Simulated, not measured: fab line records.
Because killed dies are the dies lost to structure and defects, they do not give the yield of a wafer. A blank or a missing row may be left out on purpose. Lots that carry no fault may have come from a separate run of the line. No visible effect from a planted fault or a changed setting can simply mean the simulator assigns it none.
Which tool is to blame? | flow nandHarc | 12 lots with 36 wafers sampled at 7 steps, on a route of 1159 steps

== WHAT EACH GAUGE READ, for each wafer ==
NHARC_P_ZERO_WELL_INSPECT_43. Usual: 15 for rawDefectCount, sd 6.3.
lot  | measured    | on               | rawDefectCount | flag
L208 | day 2 01:38 | defectInspect-01 | 7 10 3         | 
L209 | day 2 07:41 | defectInspect-01 | 28 28 29       | 
L210 | day 2 13:45 | defectInspect-02 | 12 16 9        | 
L211 | day 2 19:29 | defectInspect-01 | 16 13 18       | 
L212 | day 3 01:30 | defectInspect-01 | 15 13 12       | 
L216 | day 4 01:25 | defectInspect-02 | 26 15 17       | 
L217 | day 4 07:42 | defectInspect-02 | 12 9 3         | 
L219 | day 4 19:41 | defectInspect-01 | 21 13 20       | 
L221 | day 5 07:32 | defectInspect-02 | 14 11 9        | 
L225 | day 6 07:46 | defectInspect-02 | 20 13 13       | 
L228 | day 7 01:20 | defectInspect-01 | 36 22 10       | 
L230 | day 7 13:28 | defectInspect-02 | 15 16 9        | 

NHARC_P_STI_INSPECT_25. Usual: 226 for rawDefectCount, sd 110.
lot  | measured    | on               | rawDefectCount | flag
L208 | day 3 23:09 | defectInspect-02 | 100 267 173    | 
L209 | day 3 23:09 | defectInspect-01 | 239 232 657    | 
L210 | day 4 12:41 | defectInspect-01 | 345 277 418    | 
L211 | day 4 12:41 | defectInspect-02 | 257 263 387    | 
L212 | day 4 21:26 | defectInspect-02 | 173 255 129    | 
L216 | day 5 18:58 | defectInspect-01 | 294 622 199    | 
L217 | day 6 07:05 | defectInspect-01 | 133 194 370    | 
L219 | day 6 23:32 | defectInspect-01 | 186 340 246    | 
L221 | day 6 23:33 | defectInspect-02 | 1096 1213 1160 | OFF
L225 | day 7 21:46 | defectInspect-01 | 1269 1242 1285 | OFF
L228 | day 9 03:47 | defectInspect-02 | 221 186 113    | 
L230 | day 9 03:47 | defectInspect-01 | 329 148 239    | 

NHARC_P_GATE_INSPECT_28. Usual: 6.4 for rawDefectCount, sd 2.7.
lot  | measured     | on               | rawDefectCount | flag
L208 | day 4 21:36  | defectInspect-02 | 9 8 3          | 
L209 | day 4 21:27  | defectInspect-01 | 6 7 2          | 
L210 | day 5 13:12  | defectInspect-01 | 6 4 2          | 
L211 | day 5 13:22  | defectInspect-01 | 11 3 6         | 
L212 | day 6 01:23  | defectInspect-01 | 6 7 7          | 
L216 | day 6 20:47  | defectInspect-02 | 5 6 8          | 
L217 | day 7 05:27  | defectInspect-01 | 6 6 15         | 
L219 | day 7 21:55  | defectInspect-02 | 5 15 8         | 
L221 | day 7 22:04  | defectInspect-01 | 999 1052 1026  | OFF
L225 | day 8 22:06  | defectInspect-02 | 1009 1118 1034 | OFF
L228 | day 10 02:07 | defectInspect-02 | 8 3 9          | 
L230 | day 10 02:16 | defectInspect-01 | 6 5 3          | 

NHARC_END_SORT_01. Usual: killedAtArray 27, standard deviation 11; killedAtOther 0.6, standard deviation 0.89; killedAtPeriphery 3.0, standard deviation 2.4; killedDies 31, standard deviation 12; killedOpen 3.2, standard deviation 1.6; killedShort 2.0, standard deviation 1.5.
lot  | measured     | on        | killedAtArray | killedAtOther | killedAtPeriphery | killedDies | killedOpen | killedShort | flag
L208 | day 20 02:20 | prober-01 | 23 21 33      | 1 0 0         | 4 4 1             | 28 25 34   | 3 2 2      | 0 0 4       | 
L209 | day 19 17:01 | prober-01 | 16 23 19      | 0 0 3         | 1 3 1             | 17 26 23   | 4 3 3      | 2 2 2       | 
L210 | day 20 08:45 | prober-02 | 10 12 12      | 0 0 0         | 0 2 4             | 10 14 16   | 5 4 3      | 0 0 4       | 
L211 | day 20 16:12 | prober-01 | 38 36 35      | 0 0 0         | 4 8 11            | 42 44 46   | 5 5 4      | 1 1 3       | 
L212 | day 21 00:01 | prober-01 | 15 12 10      | 0 0 0         | 3 3 0             | 18 15 10   | 2 2 3      | 2 2 1       | 
L216 | day 21 18:46 | prober-02 | 37 31 38      | 1 0 1         | 2 3 1             | 40 34 40   | 0 6 5      | 2 0 4       | 
L217 | day 21 20:29 | prober-01 | 30 31 25      | 1 0 0         | 3 3 5             | 34 34 30   | 5 2 3      | 2 2 6       | 
L219 | day 22 20:36 | prober-01 | 23 31 27      | 0 0 1         | 3 5 2             | 26 36 30   | 2 2 2      | 2 3 3       | 
L221 | day 22 13:37 | prober-01 | 29 30 25      | 2 0 1         | 57 100 45         | 88 130 71  | 5 3 4      | 3 2 4       | OFF
L225 | day 23 07:17 | prober-01 | 25 27 35      | 0 1 1         | 49 99 40          | 74 127 76  | 4 1 2      | 1 2 5       | OFF
L228 | day 24 11:31 | prober-01 | 26 36 35      | 1 0 2         | 5 8 3             | 32 44 40   | 2 3 1      | 2 0 2       | 
L230 | day 24 11:31 | prober-02 | 31 31 21      | 1 1 0         | 1 4 1             | 33 36 22   | 1 4 0      | 3 0 3       | 

== TOOL THAT RAN EACH LOT (tool first, then ch and the chambers of the sampled wafers, then the start) ==
lot  | NHARC_P_ZERO_WELL_DESCUM_39      | NHARC_P_STI_PRECLEAN_38           | NHARC_P_GATE_DESCUM_13
L208 | rieDiel-12 ch 1,2,3, day 1 22:28 | wetBench-05 ch 0,3,5, day 3 15:04 | rieDiel-05 ch 0,1,2, day 4 07:39
L209 | rieDiel-04 ch 1,2,3, day 2 04:20 | wetBench-02 ch 3,5,7, day 3 15:03 | rieDiel-05 ch 0,2, day 4 07:47
L210 | rieDiel-04 ch 0,1,2, day 2 10:26 | wetBench-05 ch 1,4,7, day 4 04:38 | rieDiel-05 ch 1,2,3, day 4 21:13
L211 | rieDiel-12 ch 0,1, day 2 16:11   | wetBench-02 ch 0,2,7, day 4 04:29 | rieDiel-05 ch 2,3, day 4 21:03
L212 | rieDiel-12 ch 0,1,2, day 2 22:20 | wetBench-02 ch 4,5,7, day 4 13:25 | rieDiel-05 ch 1,3, day 5 08:47
L216 | rieDiel-12 ch 1,3, day 3 22:08   | wetBench-05 ch 0,1,4, day 5 10:54 | rieDiel-05 ch 0,2, day 6 03:56
L217 | rieDiel-04 ch 1,2,3, day 4 04:24 | wetBench-05 ch 0,4,5, day 5 23:08 | rieDiel-02 ch 0,1,3, day 6 15:08
L219 | rieDiel-04 ch 0,1,2, day 4 16:25 | wetBench-02 ch 3,5,7, day 6 15:26 | rieDiel-13 ch 0,2,3, day 7 07:50
L221 | rieDiel-04 ch 0,2,3, day 5 04:15 | wetBench-05 ch 0,3,7, day 6 15:35 | rieDiel-13 ch 0,1,3, day 7 07:44
L225 | rieDiel-04 ch 0,1, day 6 04:28   | wetBench-05 ch 1,5,6, day 7 15:40 | rieDiel-13 ch 1,2,3, day 8 05:53
L228 | rieDiel-12 ch 1,3, day 6 22:03   | wetBench-06 ch 0,4,7, day 8 14:50 | rieDiel-02 ch 1,2,3, day 9 12:16
L230 | rieDiel-09 ch 2,3, day 7 10:18   | wetBench-06 ch 0,6,7, day 8 20:29 | rieDiel-05 ch 0,1,2, day 9 12:24
- NHARC_P_ZERO_WELL_DESCUM_39: chemistry O2, time 3 s.
- NHARC_P_STI_PRECLEAN_38: cleans in SC1.
- NHARC_P_GATE_DESCUM_13: chemistry O2, time 3 s.

== AS READ BY THE TOOLS THEMSELVES (means over the sampled wafers that have a number; for cases with no such wafer, the mark the record gives instead) ==
NHARC_P_ZERO_WELL_DESCUM_39. Usual: drypumpMotorCurrentA 5.69 A, standard deviation 0.3; oesProductAu 1.002 a.u., standard deviation 0.0098; rfVppV 58.0 V, standard deviation 0.81; showerheadPlenumPTorr 1.94 Torr, standard deviation 0.086; throttleValvePct 11.312 %, standard deviation 0.0094.
lot  | tool       | drypumpMotorCurrentA (A) | oesProductAu (a.u.) | rfVppV (V) | showerheadPlenumPTorr (Torr) | throttleValvePct (%) | flag
L208 | rieDiel-12 | 5.56                     | 0.991               | 58.3       | 2.03                         | 11.317               | 
L209 | rieDiel-04 | 5.70                     | 1.007               | 57.2       | 1.86                         | 11.314               | 
L210 | rieDiel-04 | 5.83                     | 1.006               | 56.9       | 1.88                         | 11.312               | 
L211 | rieDiel-12 | 5.53                     | 1.005               | 58.0       | 1.93                         | 11.323               | 
L212 | rieDiel-12 | 5.48                     | 0.998               | 57.3       | 1.97                         | 11.304               | 
L216 | rieDiel-12 | 5.70                     | 0.993               | 58.3       | 2.05                         | 11.315               | 
L217 | rieDiel-04 | 5.70                     | 1.006               | 58.3       | 1.86                         | 11.305               | 
L219 | rieDiel-04 | 5.80                     | 1.021               | 57.2       | 1.88                         | 11.305               | 
L221 | rieDiel-04 | 5.53                     | 1.000               | 57.4       | 1.84                         | 11.311               | 
L225 | rieDiel-04 | 5.99                     | 1.007               | 57.6       | 1.91                         | 11.312               | 
L228 | rieDiel-12 | 5.70                     | 0.999               | 58.3       | 2.05                         | 11.321               | 
L230 | rieDiel-09 | 6.09                     | 0.999               | 57.6       | 1.90                         | 11.316               | 

NHARC_P_GATE_DESCUM_13. Usual: drypumpMotorCurrentA 5.9 A, standard deviation 0.46; oesProductAu 0.999 a.u., standard deviation 0.0092; rfVppV 57.7 V, standard deviation 0.91; showerheadPlenumPTorr 1.89 Torr, standard deviation 0.084; throttleValvePct 11.311 %, standard deviation 0.0097.
lot  | tool       | drypumpMotorCurrentA (A) | oesProductAu (a.u.) | rfVppV (V) | showerheadPlenumPTorr (Torr) | throttleValvePct (%) | flag
L208 | rieDiel-05 | 5.9                      | 0.995               | 57.6       | 1.81                         | 11.307               | 
L209 | rieDiel-05 | 6.1                      | 1.000               | 57.3       | 1.81                         | 11.304               | 
L210 | rieDiel-05 | 5.9                      | 0.995               | 58.4       | 1.88                         | 11.309               | 
L211 | rieDiel-05 | 6.0                      | 0.988               | 57.8       | 1.95                         | 11.302               | 
L212 | rieDiel-05 | 5.5                      | 0.997               | 57.6       | 1.94                         | 11.307               | 
L216 | rieDiel-05 | 6.4                      | 0.995               | 57.2       | 1.82                         | 11.312               | 
L217 | rieDiel-02 | 6.1                      | 1.004               | 57.4       | 1.90                         | 11.309               | 
L219 | rieDiel-13 | 5.5                      | 1.002               | 58.2       | 1.88                         | 11.309               | 
L221 | rieDiel-13 | 5.5                      | 1.012               | 58.3       | 1.91                         | 11.315               | 
L225 | rieDiel-13 | 5.7                      | 1.013               | 57.9       | 1.92                         | 11.303               | 
L228 | rieDiel-02 | 5.8                      | 0.998               | 57.3       | 1.97                         | 11.311               | 
L230 | rieDiel-05 | 5.9                      | 0.993               | 56.5       | 1.81                         | 11.314               | 

== THE ANSWER, worked out from the rows above alone ==
Rule: lot off if the mean of its wafers having a number is beyond 3 standard deviations from the usual mean. Also off: a lot with no number at a reading for which 4 or more lots have one. The other lots that the step has rows for count as sound. After the gauges, taken in route order, come the tools' own readings; for these a lot's mean is taken, as printed above. The first step at which some lot is off is used, and at that step the reading that is off furthest; a lot without a number counts as furthest.
Off at NHARC_P_STI_INSPECT_25 (rawDefectCount): L221, L225.
A tool fits if, at a process step before that reading, it ran every lot that is off, and no sound lot after the first of them. The gauges at NHARC_P_STI_INSPECT_25 aren't tried: what is off there is off at NHARC_END_SORT_01 too, on other tools, and a gauge's error can't cause that. Undecided on this evidence; 2 tools fit (rieDiel-04 at NHARC_P_ZERO_WELL_DESCUM_39, wetBench-05 at NHARC_P_STI_PRECLEAN_38).

== WHAT HAD BEEN PUT IN BY THE SIMULATOR ==
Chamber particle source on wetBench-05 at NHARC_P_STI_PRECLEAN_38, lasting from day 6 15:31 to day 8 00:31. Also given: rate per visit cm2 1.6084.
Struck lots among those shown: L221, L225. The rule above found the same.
